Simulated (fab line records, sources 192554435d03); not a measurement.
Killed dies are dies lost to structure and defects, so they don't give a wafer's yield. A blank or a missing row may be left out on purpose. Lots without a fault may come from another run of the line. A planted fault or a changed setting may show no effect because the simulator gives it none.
fab line records | flow n5_finfet
record lots=24 wafers=72 last_day=17
route steps=1938 shown HKMG_FIN@451 GATE_CUT@487
lots that met no fault: from a run of the same line without faults
start_h: hours from the record's first day to the start of the lot's first wafer shown | wait_h: hours since the lot's step before | " the same as in the row above | L1.1+2: a row that stands for several wafers | - no value, or no start given | * or withheld: withheld | < > ~ a bound
route shown NAME@n: a module of which the file shows steps, and the number in the route of the first | usual: mean/standard deviation of fault-free wafers | same: alike in all rows | chamber/n: place in a boat | sites: the reading at each site | _std_site: their standard deviation | _edge_site: outer sites' mean less inner sites' | radius_mm: how far each site lies from the wafer's centre | mask NAME#n: copy n | behind: the tool/chamber that last shaped the wafer | hold: why the lot was held/for how many hours/how that ended | device: the transistor (n, p or np) that didn't switch | end of line: the same wafers' tests at the end of the route | a step without rows: its recipe alone | killed: dies lost to structure and defects at the first sort, not the wafer's yield | map: a wafer's dies, x killed, . not, _ none there
set.NAME: the setting as run; set.NAME@STEP: as run at that earlier step | model.NAME: the simulator's own value behind a step, which no gauge read
steps of the route over a sample of lots; a table a step, a row a wafer
services: from which hour (start_h, from the record's first day; less than 0 if before it) a tool's chamber was out of use, for how many hours, and why
## steps
# step N5_HKMG_FIN_ETCH_67
# recipe chemistry=N2/H2 target=SOC target_depth_a=3889 stop_on=TiN ion_energy_ev=100 bias_w=61 pressure_mtorr=30 source_w=850 n2_flow_sccm=200 h2_flow_sccm=200
# usual drypump_motor_current_A=5.7/0.46 h2_flow_sccm=200.0/0.55 oes_product_au=0.78/0.088 rf_vpp_V=241.0/1.6 showerhead_plenum_p_Torr=2.58/0.11 throttle_valve_pct=17.87/0.29
# columns lot.wafer tool chamber start_h wait_h drypump_motor_current_A h2_flow_sccm oes_product_au rf_hours_counter_h rf_vpp_V showerhead_plenum_p_Torr throttle_valve_pct
L074.1 rie_diel-04 3 79.99 - 5.0 199.8 0.73 168 239.5 2.46 18.00
L074.2 " 0 " " 5.6 199.6 0.95 4 241.2 2.73 17.82
L074.4 " 3 " " 5.1 200.4 0.73 - 239.8 2.46 18.02
L075.3 rie_diel-03 2 89.08 - 6.0 200.4 0.80 114 238.6 2.44 17.60
L075.4 " 1 " " 5.2 199.8 0.93 19 242.0 2.69 17.26
L075.6 " 1 " " 5.2 200.2 0.92 - 242.8 2.69 17.26
L076.1 rie_diel-04 1 90.09 - 5.8 200.0 0.99 1 239.5 2.49 17.64
L076.2 " 2 " " 5.1 199.2 0.85 33 241.4 2.68 17.42
L076.4 " 0 " " 5.5 199.9 0.92 8 243.1 2.73 17.82
L077.1 rie_diel-01 3 99.92 - 5.7 199.0 0.75 157 242.2 2.69 18.06
L077.2 " 0 " " 6.5 200.4 0.86 39 242.5 2.60 17.58
L077.5 " 2 " " 5.0 199.7 0.69 - 238.0 2.42 18.36
L078.2 rie_diel-03 1 101.53 - 5.2 200.0 0.92 23 241.5 2.69 17.27
L078.3 " 3 " " 5.6 200.8 0.71 174 241.8 2.62 18.12
L078.5 " 0 " " 6.3 200.6 0.73 - 242.0 2.67 18.19
L079.1 rie_diel-04 1 106.73 - 5.8 200.7 0.95 8 239.7 2.49 17.67
L079.2 " 0 " " 5.5 199.9 0.90 14 242.9 2.72 17.84
L079.6 " 2 " " 5.1 200.3 0.84 - 241.5 2.67 17.44
L080.1 rie_diel-04 2 118.45 - 5.1 200.1 0.84 44 243.2 2.67 17.43
L080.2 " 3 " " 5.0 200.5 0.72 183 240.5 2.45 18.04
L080.4 " 0 " " 5.5 200.5 0.90 18 243.1 2.72 17.85
L081.2 rie_diel-01 2 118.90 - 5.0 199.9 0.68 244 237.9 2.42 18.38
L081.3 " 3 " " 5.7 199.0 0.75 164 241.9 2.69 18.07
L081.6 " 3 " " 5.7 199.2 0.74 - 242.5 2.69 18.08
L082.1 rie_diel-04 3 128.62 - 5.0 199.8 0.71 187 239.3 2.45 18.03
L082.2 " 0 " " 5.5 200.3 0.88 22 243.2 2.72 17.85
L082.6 " 3 " " 5.0 199.9 0.71 - 238.9 2.45 18.04
L083.1 rie_diel-01 0 130.68 - 6.5 200.8 0.84 51 240.7 2.60 17.61
L083.2 " 2 " " 5.1 200.2 0.68 249 238.9 2.41 18.36
L083.5 " 1 " " 5.8 199.6 0.73 - 238.4 2.44 17.87
L084.2 rie_diel-01 0 141.33 - 6.5 199.3 0.83 56 242.1 2.59 17.60
L084.4 " 3 " " 5.7 200.5 0.74 - 242.8 2.69 18.10
L084.5 " 0 " " 6.5 199.5 0.83 - 241.1 2.59 17.60
L085.1 rie_diel-04 0 147.50 - 5.6 200.7 0.87 29 242.8 2.72 17.87
L085.3 " 1 " " 5.8 200.8 0.91 23 239.4 2.48 17.68
L085.5 " 1 " " 5.9 200.4 0.91 - 239.2 2.48 17.69
L086.1 rie_diel-04 3 152.67 - 5.1 199.7 0.70 194 239.4 2.45 18.04
L086.4 " 0 " " 5.5 200.5 0.86 31 242.6 2.72 17.89
L086.5 " 3 " " 5.0 199.5 0.70 - 239.4 2.45 18.07
L087.1 rie_diel-03 3 158.26 - 5.7 199.5 0.69 195 242.8 2.61 18.16
L087.4 " 1 " " 5.2 200.1 0.87 46 242.9 2.68 17.30
L087.5 " 3 " " 5.6 199.9 0.69 - 242.4 2.61 18.16
L088.1 rie_diel-03 3 163.97 - 5.6 200.4 0.69 197 239.4 2.61 18.16
L088.3 " 2 " " 6.0 199.7 0.77 141 239.4 2.43 17.63
L088.6 " 0 " " 6.3 199.6 0.71 - 242.1 2.66 18.22
L089.3 rie_diel-04 0 170.27 - 5.6 200.5 0.86 38 242.6 2.71 17.89
L089.4 " 2 " " 5.1 199.7 0.81 62 241.2 2.66 17.47
L089.6 " 3 " " 5.1 200.2 0.71 - 239.4 2.45 18.06
L090.4 rie_diel-01 0 173.24 - 6.5 199.6 0.81 67 241.0 2.59 17.62
L090.5 " 1 " " 5.7 200.3 0.71 - 239.0 2.43 17.91
L090.6 " 0 " " 6.5 200.9 0.82 - 241.0 2.59 17.64
L091.2 rie_diel-01 0 178.81 - 6.6 199.7 0.81 69 239.5 2.59 17.62
L091.3 " 3 " " 5.6 200.0 0.73 188 241.9 2.68 18.11
L091.5 " 1 " " 5.7 199.1 0.71 - 238.9 2.43 17.93
L092.2 rie_diel-03 0 184.90 - 6.3 200.5 0.70 182 241.8 2.65 18.24
L092.4 " 1 " " 5.2 198.9 0.87 57 242.4 2.68 17.31
L092.5 " 0 " " 6.3 200.9 0.70 - 241.8 2.65 18.26
L093.1 rie_diel-03 2 192.99 - 6.0 200.6 0.76 155 240.4 2.42 17.67
L093.5 " 0 " " 6.2 200.3 0.70 - 241.7 2.65 18.25
L093.6 " 3 " " 5.6 200.5 0.68 - 241.8 2.61 18.20
L094.2 rie_diel-03 0 202.61 - 6.3 198.8 0.69 194 242.5 2.65 18.27
L094.4 " 3 " " 5.7 200.9 0.67 212 240.8 2.61 18.22
L094.6 " 3 " " 5.6 200.1 0.68 - 240.8 2.61 18.21
L095.1 rie_diel-01 3 205.16 - 5.7 200.1 0.72 199 241.8 2.67 18.14
L095.3 " 1 " " 5.7 199.9 0.71 209 239.6 2.42 17.94
L095.5 " 1 " " 5.7 199.9 0.70 - 238.9 2.42 17.92
L096.2 rie_diel-03 2 212.11 - 6.0 198.8 0.75 166 240.2 2.42 17.67
L096.4 " 1 " " 5.2 199.9 0.85 67 241.7 2.67 17.34
L096.6 " 3 " " 5.6 200.0 0.66 - 241.1 2.60 18.20
L097.2 rie_diel-01 2 217.14 - 5.0 199.6 0.92 28 242.1 2.72 18.01
L097.3 " 1 " " 5.7 199.3 0.71 215 237.8 2.42 17.95
L097.4 " 3 " " 5.7 199.3 0.71 205 242.5 2.67 18.15
# step N5_GATE_CUT_CD_MEAS_13
# recipe target_cd_nm=20 landing_energy_ev=500 detector=se_inlens
# usual cd_nm=19.9/0.32
# columns lot.wafer tool chamber start_h wait_h cd_nm
L074.1 cd_sem-02 0 85.81 - 20.2
L074.2 " 0 " " 19.7
L074.4 " 0 " " 20.1
L075.3 cd_sem-01 0 96.73 - 19.7
L075.4 " 0 " " 19.7
L075.6 " 0 " " 19.7
L076.1 cd_sem-02 0 96.89 - 19.7
L076.2 " 0 " " 19.3
L076.4 " 0 " " 19.6
L077.1 cd_sem-02 0 105.49 - 20.1
L077.2 " 0 " " 19.4
L077.5 " 0 " " 20.2
L078.2 cd_sem-01 0 107.19 - 20.7
L078.3 " 0 " " 20.1
L078.5 " 0 " " 19.7
L079.1 cd_sem-02 0 113.79 - 19.6
L079.2 " 0 " " 19.8
L079.6 " 0 " " 20.2
L080.1 cd_sem-01 0 124.02 - 20.3
L080.2 " 0 " " 19.9
L080.4 " 0 " " 19.6
L081.2 cd_sem-02 0 124.47 - 19.9
L081.3 " 0 " " 19.8
L081.6 " 0 " " 20.0
L082.1 cd_sem-01 0 134.41 - 20.5
L082.2 " 0 " " 20.1
L082.6 " 0 " " 20.0
L083.1 cd_sem-01 0 136.38 - 20.0
L083.2 " 0 " " 19.8
L083.5 " 0 " " 19.8
L084.2 cd_sem-02 0 146.92 - 19.8
L084.4 " 0 " " 19.4
L084.5 " 0 " " 19.7
L085.1 cd_sem-03 0 153.29 - 20.4
L085.3 " 0 " " 20.8
L085.5 " 0 " " 20.7
L086.1 cd_sem-01 0 158.97 - 19.7
L086.4 " 0 " " 19.4
L086.5 " 0 " " 20.3
L087.1 cd_sem-01 0 164.09 - 20.3
L087.4 " 0 " " 20.1
L087.5 " 0 " " 20.1
L088.1 cd_sem-02 0 169.75 - 19.7
L088.3 " 0 " " 20.0
L088.6 " 0 " " 20.4
L089.3 cd_sem-02 0 176.14 - 20.1
L089.4 " 0 " " 19.7
L089.6 " 0 " " 20.0
L090.4 cd_sem-01 0 179.06 - 19.9
L090.5 " 0 " " 19.7
L090.6 " 0 " " 19.6
L091.2 cd_sem-02 0 184.50 - 19.9
L091.3 " 0 " " 19.4
L091.5 " 0 " " 19.8
L092.2 cd_sem-01 0 190.59 - 20.5
L092.4 " 0 " " 20.1
L092.5 " 0 " " 19.9
L093.1 cd_sem-01 0 198.70 - 20.2
L093.5 " 0 " " 20.1
L093.6 " 0 " " 19.9
L094.2 cd_sem-03 0 209.40 - 20.0
L094.4 " 0 " " 20.2
L094.6 " 0 " " 20.0
L095.1 cd_sem-01 0 210.76 - 19.7
L095.3 " 0 " " 19.5
L095.5 " 0 " " 20.0
L096.2 cd_sem-03 0 217.80 - 20.0
L096.4 " 0 " " 20.0
L096.6 " 0 " " 20.0
L097.2 cd_sem-01 0 223.00 - 20.5
L097.3 " 0 " " 20.3
L097.4 " 0 " " 20.0
# step N5_GATE_CUT_OVL_MEAS_14
# recipe points_per_wafer=522
# usual GATE_CUT_OVL=0.2/0.67
# columns lot.wafer tool chamber start_h wait_h GATE_CUT_OVL[nm]
L074.1 overlay-01 0 85.84 0.0 -1.1
L074.2 " 0 " " 0.7
L074.4 " 0 " " -0.3
L075.3 overlay-02 0 96.77 0.0 -0.4
L075.4 " 0 " " 0.1
L075.6 " 0 " " 0.3
L076.1 overlay-01 0 96.92 0.0 1.0
L076.2 " 0 " " 0.3
L076.4 " 0 " " -0.3
L077.1 overlay-01 0 105.52 0.0 -1.0
L077.2 " 0 " " -0.5
L077.5 " 0 " " 0.1
L078.2 overlay-01 0 107.23 0.0 -0.3
L078.3 " 0 " " 0.6
L078.5 " 0 " " -0.2
L079.1 overlay-02 0 113.82 0.0 -0.3
L079.2 " 0 " " 0.6
L079.6 " 0 " " 0.4
L080.1 overlay-02 0 124.05 0.0 0.0
L080.2 " 0 " " -0.7
L080.4 " 0 " " -0.7
L081.2 overlay-02 0 124.50 0.0 -0.1
L081.3 " 0 " " 0.2
L081.6 " 0 " " 1.0
L082.1 overlay-02 0 134.44 0.0 0.2
L082.2 " 0 " " 0.9
L082.6 " 0 " " -0.2
L083.1 overlay-02 0 136.41 0.0 0.2
L083.2 " 0 " " 0.3
L083.5 " 0 " " 0.4
L084.2 overlay-02 0 146.95 0.0 0.7
L084.4 " 0 " " 0.8
L084.5 " 0 " " 0.2
L085.1 overlay-02 0 153.32 0.0 0.1
L085.3 " 0 " " 0.5
L085.5 " 0 " " -0.5
L086.1 overlay-02 0 159.00 0.0 -0.6
L086.4 " 0 " " 0.3
L086.5 " 0 " " 0.7
L087.1 overlay-01 0 164.13 0.0 0.4
L087.4 " 0 " " 0.3
L087.5 " 0 " " 0.9
L088.1 overlay-01 0 169.78 0.0 0.5
L088.3 " 0 " " -0.2
L088.6 " 0 " " 0.1
L089.3 overlay-02 0 176.18 0.0 -0.4
L089.4 " 0 " " -1.4
L089.6 " 0 " " -1.3
L090.4 overlay-01 0 179.11 0.0 0.6
L090.5 " 0 " " 1.4
L090.6 " 0 " " 0.9
L091.2 overlay-01 0 184.53 0.0 0.5
L091.3 " 0 " " 0.6
L091.5 " 0 " " 1.4
L092.2 overlay-02 0 190.63 0.0 0.5
L092.4 " 0 " " 0.2
L092.5 " 0 " " 0.7
L093.1 overlay-01 0 198.73 0.0 0.5
L093.5 " 0 " " -0.5
L093.6 " 0 " " -0.4
L094.2 overlay-02 0 209.43 0.0 -0.8
L094.4 " 0 " " -0.2
L094.6 " 0 " " -0.9
L095.1 overlay-01 0 210.79 0.0 1.5
L095.3 " 0 " " 1.6
L095.5 " 0 " " 1.8
L096.2 overlay-01 0 217.83 0.0 -0.1
L096.4 " 0 " " 1.7
L096.6 " 0 " " 0.3
L097.2 overlay-01 0 223.04 0.0 1.2
L097.3 " 0 " " 1.0
L097.4 " 0 " " 1.2
# step N5_GATE_CUT_HM_OPEN_40
# recipe chemistry=C4F6/O2 target=SiO2 mask_material=SiARC target_depth_a=1390 time_s=85.1 ion_energy_ev=250 pressure_mtorr=30 source_w=345 bias_w=185 Ar_flow_sccm=300 C4F6_flow_sccm=10 O2_flow_sccm=10 ends=cleared
# usual drypump_motor_current_A=5.6/0.43 etch_rf_on_time_s=93.5/2.4 oes_product_au=0.71/0.056 rf_vpp_V=650/20 showerhead_plenum_p_Torr=2.86/0.092 throttle_valve_pct=20.86/0.14
# columns lot.wafer tool chamber start_h wait_h drypump_motor_current_A etch_rf_on_time_s oes_product_au rf_hours_counter_h rf_vpp_V showerhead_plenum_p_Torr throttle_valve_pct
L074.1 rie_diel-02 0 86.09 0.0 5.1 92.7 0.69 140 686 2.87 20.94
L074.2 " 1 " " 6.0 91.6 0.72 117 629 2.77 20.67
L074.4 " 2 " " 5.9 94.3 0.67 171 639 2.82 20.95
L075.3 rie_diel-02 1 97.01 0.0 6.0 90.0 0.73 120 631 2.76 20.67
L075.4 " 3 " " 5.5 97.2 0.68 125 644 2.97 20.90
L075.6 " 3 " " 5.5 95.7 0.68 - 646 2.97 20.88
L076.1 rie_diel-06 1 97.18 0.0 4.7 92.6 0.63 204 628 2.82 20.94
L076.2 " 2 " " 5.4 89.3 0.77 62 649 3.00 20.73
L076.4 " 0 " " 5.6 93.5 0.60 251 673 2.92 20.93
L077.1 rie_diel-02 2 105.94 0.0 5.9 96.1 0.66 177 638 2.82 20.95
L077.2 " 3 " " 5.5 94.8 0.69 128 645 2.97 20.89
L077.5 " 3 " " 5.5 97.7 0.68 - 645 2.97 20.88
L078.2 rie_diel-06 3 107.48 0.0 5.9 91.9 0.73 114 633 2.65 20.61
L078.3 " 1 " " 4.7 95.7 0.62 207 628 2.82 20.95
L078.5 " 1 " " 4.7 96.7 0.63 - 630 2.82 20.95
L079.1 rie_diel-02 3 114.32 0.0 5.5 93.1 0.68 131 646 2.97 20.88
L079.2 " 0 " " 5.0 90.8 0.68 148 687 2.87 20.97
L079.6 " 2 " " 5.9 92.1 0.67 - 638 2.81 20.97
L080.1 rie_diel-06 1 124.37 0.0 4.7 94.2 0.62 215 628 2.82 20.98
L080.2 " 2 " " 5.4 88.4 0.76 72 648 2.99 20.74
L080.4 " 3 " " 5.9 90.6 0.73 - 632 2.65 20.60
L081.2 rie_diel-02 2 124.75 0.0 5.9 92.6 0.66 183 638 2.81 20.96
L081.3 " 0 " " 5.0 92.5 0.69 152 686 2.86 20.95
L081.6 " 1 " " 6.0 94.0 0.71 - 630 2.76 20.69
L082.1 rie_diel-02 1 134.93 0.0 6.0 91.8 0.72 131 630 2.76 20.71
L082.2 " 2 " " 5.9 96.7 0.66 186 639 2.81 20.99
L082.6 " 3 " " 5.5 97.7 0.67 - 644 2.96 20.90
L083.1 rie_diel-02 1 136.67 0.0 6.0 90.5 0.71 132 629 2.76 20.70
L083.2 " 2 " " 5.9 92.5 0.65 187 638 2.81 20.98
L083.5 " 0 " " 5.1 91.5 0.68 - 685 2.86 20.99
L084.2 rie_diel-02 2 147.20 0.0 5.9 91.9 0.65 191 639 2.81 20.98
L084.4 " 1 " " 6.1 91.8 0.72 136 629 2.76 20.71
L084.5 " 1 " " 6.0 90.9 0.71 - 630 2.76 20.70
L085.1 rie_diel-05 2 153.58 0.0 5.1 90.8 0.77 60 681 2.98 20.67
L085.3 " 0 " " 6.0 96.9 0.76 62 671 2.88 20.78
L085.5 " 3 " " 5.2 95.0 0.79 - 680 2.90 20.82
L086.1 rie_diel-02 3 159.29 0.0 5.5 92.3 0.67 143 644 2.96 20.92
L086.4 " 1 " " 6.0 93.3 0.71 139 630 2.76 20.70
L086.5 " 2 " " 5.9 95.4 0.65 - 637 2.81 20.98
L087.1 rie_diel-02 2 164.39 0.0 5.9 95.9 0.65 197 638 2.81 21.00
L087.4 " 0 " " 5.0 94.4 0.67 165 685 2.86 20.99
L087.5 " 2 " " 5.9 97.2 0.65 - 637 2.81 20.99
L088.1 rie_diel-02 1 170.23 0.0 6.0 92.0 0.70 143 629 2.75 20.72
L088.3 " 3 " " 5.5 96.0 0.66 147 644 2.96 20.91
L088.6 " 2 " " 5.9 96.6 0.65 - 638 2.81 21.00
L089.3 rie_diel-06 3 176.50 0.0 5.9 92.7 0.72 138 631 2.64 20.66
L089.4 " 1 " " 4.7 98.3 0.60 232 629 2.81 20.99
L089.6 " 3 " " 5.9 92.6 0.71 - 632 2.64 20.63
L090.4 rie_diel-05 0 179.34 0.0 6.0 93.4 0.75 69 672 2.87 20.80
L090.5 " 0 " " 6.0 94.8 0.75 - 671 2.87 20.81
L090.6 " 1 " " 5.8 95.7 0.80 - 646 2.93 21.10
L091.2 rie_diel-05 3 184.78 0.0 5.2 96.1 0.76 47 680 2.89 20.82
L091.3 " 2 " " 5.1 90.0 0.76 69 681 2.98 20.67
L091.5 " 0 " " 6.1 95.7 0.75 - 669 2.87 20.79
L092.2 rie_diel-06 3 190.88 0.0 5.9 92.1 0.71 142 630 2.64 20.65
L092.4 " 2 " " 5.4 90.3 0.75 93 647 2.98 20.79
L092.5 " 2 " " 5.3 89.9 0.75 - 648 2.98 20.79
L093.1 rie_diel-02 2 199.11 0.0 5.9 96.5 0.65 206 637 2.80 21.00
L093.5 " 0 " " 5.0 93.9 0.67 - 685 2.85 21.01
L093.6 " 3 " " 5.4 94.5 0.66 - 644 2.96 20.91
L094.2 rie_diel-05 3 209.68 0.0 5.2 93.6 0.76 54 679 2.89 20.84
L094.4 " 0 " " 6.0 92.5 0.74 - 670 2.87 20.79
L094.6 " 3 " " 5.2 96.8 0.76 - 681 2.89 20.84
L095.1 rie_diel-05 3 211.07 0.0 5.2 94.8 0.76 55 681 2.89 20.83
L095.3 " 0 " " 6.1 91.5 0.74 79 671 2.87 20.81
L095.5 " 1 " " 5.9 92.2 0.79 - 647 2.93 21.13
L096.2 rie_diel-06 0 218.08 0.0 5.7 93.2 0.83 25 672 2.90 20.71
L096.4 " 3 " " 5.9 94.1 0.70 151 632 2.64 20.66
L096.6 " 2 " " 5.4 90.7 0.74 - 648 2.98 20.79
L097.2 rie_diel-06 0 223.29 0.0 5.7 91.0 0.84 27 673 2.90 20.72
L097.3 " 2 " " 5.4 86.8 0.75 104 647 2.98 20.78
L097.4 " 3 " " 5.9 93.1 0.70 152 631 2.64 20.67
# step N5_GATE_CUT_CUT_ETCH_55
# recipe chemistry=BCl3 target=HfO2 mask_material=SiO2 target_depth_a=32 ion_energy_ev=30 pressure_mtorr=5 icp_w=450 bias_w=18 bcl3_flow_sccm=80
# usual drypump_motor_current_A=5.8/0.55 oes_product_au=0.74/0.092 throttle_valve_pct=33.3/0.34
# columns lot.wafer tool chamber start_h wait_h drypump_motor_current_A oes_product_au rf_hours_counter_h throttle_valve_pct
L074.1 rie_metal-01 1 86.44 0.0 5.5 0.67 86 33.8
L074.2 " 0 " " 5.4 0.83 24 32.9
L074.4 " 0 " " 5.4 0.83 - 32.9
L075.3 rie_metal-03 0 97.37 0.0 5.2 0.83 - 33.7
L075.4 " 1 " " 6.6 0.81 - 33.0
L075.6 " 0 " " 5.2 0.83 - 33.7
L076.1 rie_metal-01 1 97.53 0.0 5.5 0.68 87 33.8
L076.2 " 0 " " 5.4 0.84 25 32.9
L076.4 " 1 " " 5.5 0.67 - 33.8
L077.1 rie_metal-03 0 106.29 0.0 5.2 0.84 21 33.7
L077.2 " 1 " " 6.6 0.82 32 33.0
L077.5 " 1 " " 6.6 0.83 - 33.1
L078.2 rie_metal-03 1 107.83 0.0 6.6 0.82 32 33.0
L078.3 " 0 " " 5.2 0.84 - 33.7
L078.5 " 1 " " 6.6 0.82 - 33.1
L079.1 rie_metal-03 1 114.67 0.0 6.6 0.81 33 33.0
L079.2 " 0 " " 5.2 0.84 22 33.7
L079.6 " 1 " " 6.6 0.82 - 33.1
L080.1 rie_metal-02 1 124.72 0.0 6.4 0.59 135 33.5
L080.2 " 0 " " 5.5 0.64 103 33.0
L080.4 " 1 " " 6.4 0.59 - 33.6
L081.2 rie_metal-01 1 125.10 0.0 5.5 0.68 90 33.8
L081.3 " 0 " " 5.4 0.83 - 33.0
L081.6 " 0 " " 5.4 0.82 - 32.9
L082.1 rie_metal-02 1 135.28 0.0 6.4 0.60 136 33.5
L082.2 " 0 " " 5.5 0.64 104 33.0
L082.6 " 1 " " 6.4 0.60 - 33.5
L083.1 rie_metal-02 1 137.02 0.0 6.4 0.60 136 33.5
L083.2 " 0 " " 5.5 0.63 104 33.0
L083.5 " 0 " " 5.5 0.63 - 33.0
L084.2 rie_metal-02 0 147.55 0.0 5.5 0.63 105 33.0
L084.4 " 1 " " 6.5 0.59 - 33.5
L084.5 " 0 " " 5.5 0.63 - 33.0
L085.1 rie_metal-01 1 153.93 0.0 5.5 0.67 92 33.8
L085.3 " 1 " " 5.5 0.67 - 33.8
L085.5 " 1 " " 5.5 0.66 - 33.8
L086.1 rie_metal-03 1 159.64 0.0 6.6 0.81 36 33.0
L086.4 " 1 " " 6.6 0.80 - 33.1
L086.5 " 1 " " 6.6 0.80 - 33.1
L087.1 rie_metal-02 0 164.73 0.0 5.5 0.63 107 33.0
L087.4 " 0 " " 5.5 0.63 - 33.0
L087.5 " 0 " " 5.5 0.62 - 33.1
L088.1 rie_metal-01 0 170.58 0.0 5.4 0.81 32 32.9
L088.3 " 1 " " 5.5 0.67 - 33.8
L088.6 " 0 " " 5.4 0.81 - 33.0
L089.3 rie_metal-01 1 176.85 0.0 5.5 0.67 - 33.8
L089.4 " 0 " " 5.4 0.81 - 33.0
L089.6 " 0 " " 5.4 0.80 - 33.0
L090.4 rie_metal-03 0 179.70 0.0 5.2 0.80 - 33.7
L090.5 " 1 " " 6.7 0.80 - 33.1
L090.6 " 0 " " 5.2 0.80 - 33.7
L091.2 rie_metal-03 0 185.13 0.0 5.2 0.81 29 33.7
L091.3 " 0 " " 5.2 0.80 - 33.7
L091.5 " 0 " " 5.2 0.80 - 33.7
L092.2 rie_metal-01 1 191.23 0.0 5.5 0.66 96 33.8
L092.4 " 1 " " 5.5 0.67 - 33.8
L092.5 " 1 " " 5.5 0.67 - 33.8
L093.1 rie_metal-03 0 199.46 0.0 5.2 0.80 30 33.7
L093.5 " 0 " " 5.2 0.79 - 33.7
L093.6 " 1 " " 6.6 0.78 - 33.1
L094.2 rie_metal-01 1 210.03 0.0 5.5 0.66 97 33.8
L094.4 " 0 " " 5.4 0.81 - 33.0
L094.6 " 0 " " 5.4 0.80 - 33.0
L095.1 rie_metal-02 1 211.42 0.0 6.5 0.93 2 33.5
L095.3 " 1 " " 6.4 0.93 - 33.4
L095.5 " 0 " " 5.5 0.63 - 33.1
L096.2 rie_metal-03 1 218.43 0.0 6.6 0.77 43 33.1
L096.4 " 1 " " 6.6 0.77 - 33.1
L096.6 " 1 " " 6.6 0.78 - 33.1
L097.2 rie_metal-01 1 223.64 0.0 5.5 0.65 99 33.8
L097.3 " 1 " " 5.5 0.66 - 33.8
L097.4 " 0 " " 5.4 0.80 - 32.9
# step N5_GATE_CUT_CMP_43
# recipe material=SiO2 post_cmp_clean=rinse_only
# usual edge_zone_pressure_frac=1.000/0.0052 motor_current_A=12.7/1.8 pad_life_wafers=1006/510 retaining_ring_pressure_frac=1.000/0.0048
# columns lot.wafer tool chamber start_h wait_h edge_zone_pressure_frac motor_current_A pad_life_wafers retaining_ring_pressure_frac
L074.1 cmp-04 0 88.58 0.0 0.991 12.3 876 0.997
L074.4 " 1 " " 1.004 14.2 877 1.009
L074.2 " 2 " " 0.987 11.6 878 0.996
L075.3 cmp-03 3 100.64 0.1 1.000 11.6 397 0.996
L075.4 " 0 " " 1.009 10.8 398 0.997
L075.6 " 2 " " 0.997 12.2 - 1.001
L076.1 cmp-04 3 100.68 0.0 0.998 14.1 984 1.005
L076.2 " 0 " " 1.004 11.8 985 0.996
L076.4 " 2 " " 1.001 12.3 987 0.995
L077.1 cmp-03 3 108.63 0.2 0.999 11.4 469 0.995
L077.2 " 0 " " 0.989 10.7 470 0.993
L077.5 " 2 " " 0.993 12.2 - 1.003
L078.3 cmp-04 0 110.12 0.2 1.000 11.2 1064 1.005
L078.2 " 1 " " 0.999 13.5 1065 0.997
L078.5 " 2 " " 1.001 11.5 - 1.004
L079.1 cmp-01 2 116.80 0.0 1.000 13.5 1788 0.999
L079.2 " 3 " " 1.007 11.2 1789 0.993
L079.6 " 3 " " 0.997 11.1 - 0.998
L080.1 cmp-03 3 126.94 0.1 0.999 11.2 625 1.003
L080.4 " 0 " " 1.005 10.2 626 1.004
L080.2 " 1 " " 0.994 17.1 627 1.000
L081.2 cmp-01 1 127.53 0.3 1.005 10.4 1880 0.995
L081.3 " 2 " " 0.996 13.1 1881 1.000
L081.6 " 0 " " 0.997 13.2 - 0.992
L082.1 cmp-04 1 137.42 0.0 1.005 14.2 1266 1.001
L082.2 " 0 " " 0.996 12.0 1269 1.002
L082.6 " 2 " " 1.007 11.2 - 1.000
L083.2 cmp-04 2 139.37 0.0 1.004 12.0 1284 1.000
L083.1 " 0 " " 0.998 12.1 1286 1.004
L083.5 " 3 " " 1.001 14.5 - 1.000
L084.2 cmp-04 2 149.77 0.1 0.998 11.7 1375 1.002
L084.4 " 0 " " 1.004 12.4 1377 0.993
L084.5 " 1 " " 0.998 14.0 - 0.997
L085.1 cmp-03 2 156.26 0.0 1.001 11.7 876 0.991
L085.3 " 1 " " 0.990 17.3 879 1.007
L085.5 " 2 " " 0.998 11.6 - 0.999
L086.4 cmp-03 2 162.12 0.1 1.000 12.3 913 1.002
L086.1 " 0 " " 1.002 10.8 915 1.003
L086.5 " 1 " " 1.003 17.1 - 1.004
L087.1 cmp-01 3 167.03 0.2 1.000 11.0 62 1.002
L087.4 " 0 " " 0.998 12.6 63 1.000
L087.5 " 2 " " 1.002 13.8 - 0.993
L088.1 cmp-03 3 173.19 0.1 1.004 11.2 1009 1.002
L088.3 " 0 " " 1.002 10.5 1010 1.000
L088.6 " 3 " " 1.005 10.9 - 0.998
L089.4 cmp-03 2 179.15 0.2 1.004 13.1 1058 0.999
L089.3 " 3 " " 0.990 11.3 1059 1.001
L089.6 " 1 " " 0.995 17.2 - 1.005
L090.4 cmp-04 3 181.83 0.0 1.004 14.3 1644 1.003
L090.6 " 3 " " 0.995 14.3 - 1.009
L090.5 " 0 " " 0.995 11.5 - 0.995
L091.2 cmp-04 0 187.85 0.0 1.006 11.7 1674 1.000
L091.3 " 3 " " 1.003 13.7 1677 0.998
L091.5 " 1 " " 1.004 13.4 - 1.004
L092.4 cmp-04 3 193.36 0.0 0.988 14.8 1710 1.015
L092.2 " 1 " " 1.003 14.5 1712 1.009
L092.5 " 0 " " 0.999 11.8 - 1.005
L093.1 cmp-01 3 201.67 0.1 1.001 11.2 331 1.009
L093.6 " 2 " " 1.001 13.6 - 1.000
L093.5 " 3 " " 1.002 10.3 - 0.997
L094.2 cmp-01 3 212.17 0.0 0.996 11.1 426 1.013
L094.4 " 1 " " 1.010 10.6 428 1.007
L094.6 " 0 " " 1.009 13.9 - 0.998
L095.1 cmp-01 1 213.72 0.2 0.999 11.3 446 0.992
L095.3 " 2 " " 1.006 13.5 447 0.999
L095.5 " 0 " " 1.005 13.5 - 1.000
L096.4 cmp-01 2 220.67 0.0 1.000 13.4 504 0.999
L096.2 " 3 " " 1.011 10.9 505 0.998
L096.6 " 3 " " 1.018 11.6 - 1.007
L097.4 cmp-03 1 225.77 0.0 0.995 17.3 1452 0.998
L097.2 " 2 " " 1.003 12.3 1453 0.999
L097.3 " 0 " " 0.994 10.5 1455 1.000
## services
# columns tool chamber start_h hours kind
cmp-01 - 70.69 3.3 pm
rie_diel-05 0 73.14 6.9 repair
cmp-01 - 77.15 3.3 repair
rie_diel-02 2 79.85 2.1 repair
cmp-03 - 87.12 1.6 repair
rie_metal-03 - 87.97 1.4 pm
rie_diel-01 1 119.12 7.1 repair
cmp-03 - 121.86 1.9 repair
cmp-04 - 123.58 4.3 pm
rie_diel-02 3 135.96 8.7 repair
cmp-01 - 151.31 0.8 repair
cmp-01 - 156.57 4.0 pm
rie_diel-03 0 159.33 1.3 repair
cmp-04 - 176.16 0.5 repair
rie_metal-02 - 177.63 0.5 repair
cmp-01 - 180.06 2.0 repair
rie_diel-04 - 180.48 69.8 repair
cmp-04 - 183.18 3.0 repair
rie_diel-03 1 185.26 8.8 repair
rie_diel-03 3 194.43 6.1 repair
rie_metal-01 - 195.47 1.3 repair
rie_diel-05 2 208.68 3.8 repair
cmp-03 - 219.65 3.2 repair
rie_diel-05 0 221.63 2.8 repair
## key
fault none
